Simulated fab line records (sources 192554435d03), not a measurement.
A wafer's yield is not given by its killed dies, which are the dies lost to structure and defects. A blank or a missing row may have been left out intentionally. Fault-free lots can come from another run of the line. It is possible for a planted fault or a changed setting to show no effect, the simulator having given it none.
Chamber matching :: flow n5_finfet :: N5_FIN_SAQP_MANDREL1_REMOVE_56 on rie_si-04 has 4 sister chambers
The step chemistry HBr/Cl2/O2, target a-Si, stops on SiNx, bt time 10 s. 20 wafers are shown with their chamber, then 10 later ones without.

## WAFERS, EACH WITH ITS CHAMBER
wafer: L078.1
chamber: 0
drypump_motor_current_A (A): 5.2
oes_product_au (a.u.): 1.007

wafer: L078.3
chamber: 3
drypump_motor_current_A (A): 6.5
oes_product_au (a.u.): 1.026

wafer: L078.5
chamber: 2
drypump_motor_current_A (A): 5.8
oes_product_au (a.u.): 1.006

wafer: L079.1
chamber: 3
drypump_motor_current_A (A): 6.5
oes_product_au (a.u.): 1.033

wafer: L079.4
chamber: 2
drypump_motor_current_A (A): 5.8
oes_product_au (a.u.): 1.007

wafer: L079.6
chamber: 3
drypump_motor_current_A (A): 6.5
oes_product_au (a.u.): 1.024

wafer: L081.1
chamber: 0
drypump_motor_current_A (A): 5.2
oes_product_au (a.u.): 1.006

wafer: L081.3
chamber: 1
drypump_motor_current_A (A): 6.4
oes_product_au (a.u.): 1.019

wafer: L081.6
chamber: 0
drypump_motor_current_A (A): 5.2
oes_product_au (a.u.): 1.000

wafer: L087.1
chamber: 1
drypump_motor_current_A (A): 6.4
oes_product_au (a.u.): 1.029

wafer: L087.5
chamber: 2
drypump_motor_current_A (A): 5.8
oes_product_au (a.u.): 1.000

wafer: L087.6
chamber: 1
drypump_motor_current_A (A): 6.3
oes_product_au (a.u.): 1.023

wafer: L089.1
chamber: 0
drypump_motor_current_A (A): 5.2
oes_product_au (a.u.): 1.008

wafer: L089.3
chamber: 2
drypump_motor_current_A (A): 5.8
oes_product_au (a.u.): 1.010

wafer: L089.4
chamber: 1
drypump_motor_current_A (A): 6.4
oes_product_au (a.u.): 1.031

wafer: L090.4
chamber: 2
drypump_motor_current_A (A): 5.8
oes_product_au (a.u.): 1.006

wafer: L090.5
chamber: 3
drypump_motor_current_A (A): 6.5
oes_product_au (a.u.): 1.028

wafer: L090.6
chamber: 2
drypump_motor_current_A (A): 5.8
oes_product_au (a.u.): 1.024

wafer: L091.1
chamber: 0
drypump_motor_current_A (A): 5.2
oes_product_au (a.u.): 1.021

wafer: L091.2
chamber: 3
drypump_motor_current_A (A): 6.5
oes_product_au (a.u.): 1.028

SIGNATURES, as means of the wafers listed above
reading: drypump_motor_current_A
chamber 0: 5.200
chamber 1: 6.375
chamber 2: 5.800
chamber 3: 6.500
scatter within a chamber: 0.0217

reading: oes_product_au
chamber 0: 1.00840
chamber 1: 1.02550
chamber 2: 1.00883
chamber 3: 1.02780
scatter within a chamber: 0.00662
Rule: distance of a wafer from a chamber = root of the sum over the readings of ((wafer's reading minus chamber's mean) / reading's scatter) squared. If the next closest chamber is less than 2 further off than the closest, the wafer can't be placed; otherwise it belongs to the closest. The scatter is the square root of a quotient: the sum, over the shown wafers, of each reading's squared deviation from its chamber's mean, divided by wafers minus chambers.

## WAFERS WHOSE CHAMBER IS MISSING
wafer: L091.4
drypump_motor_current_A (A): 6.4
oes_product_au (a.u.): 1.038

wafer: L092.4
drypump_motor_current_A (A): 6.5
oes_product_au (a.u.): 1.031

wafer: L092.5
drypump_motor_current_A (A): 6.4
oes_product_au (a.u.): 1.032

wafer: L092.6
drypump_motor_current_A (A): 5.2
oes_product_au (a.u.): 1.005

wafer: L093.2
drypump_motor_current_A (A): 6.4
oes_product_au (a.u.): 1.025

wafer: L093.3
drypump_motor_current_A (A): 5.8
oes_product_au (a.u.): 1.003

wafer: L093.5
drypump_motor_current_A (A): 6.5
oes_product_au (a.u.): 1.025

wafer: L095.1
drypump_motor_current_A (A): 5.2
oes_product_au (a.u.): 0.990

wafer: L095.3
drypump_motor_current_A (A): 6.4
oes_product_au (a.u.): 1.022

wafer: L095.5
drypump_motor_current_A (A): 5.2
oes_product_au (a.u.): 1.003

## CHAMBER TAKEN BY EACH
wafer: L091.4
from the rows above: 1
in truth: 1

wafer: L092.4
from the rows above: 3
in truth: 3

wafer: L092.5
from the rows above: 1
in truth: 1

wafer: L092.6
from the rows above: 0
in truth: 0

wafer: L093.2
from the rows above: 1
in truth: 1

wafer: L093.3
from the rows above: 2
in truth: 2

wafer: L093.5
from the rows above: 3
in truth: 3

wafer: L095.1
from the rows above: 0
in truth: 0

wafer: L095.3
from the rows above: 1
in truth: 1

wafer: L095.5
from the rows above: 0
in truth: 0
Correctly placed: 10 of 10. Not placeable from these rows: 0. Wrongly placed: 0.
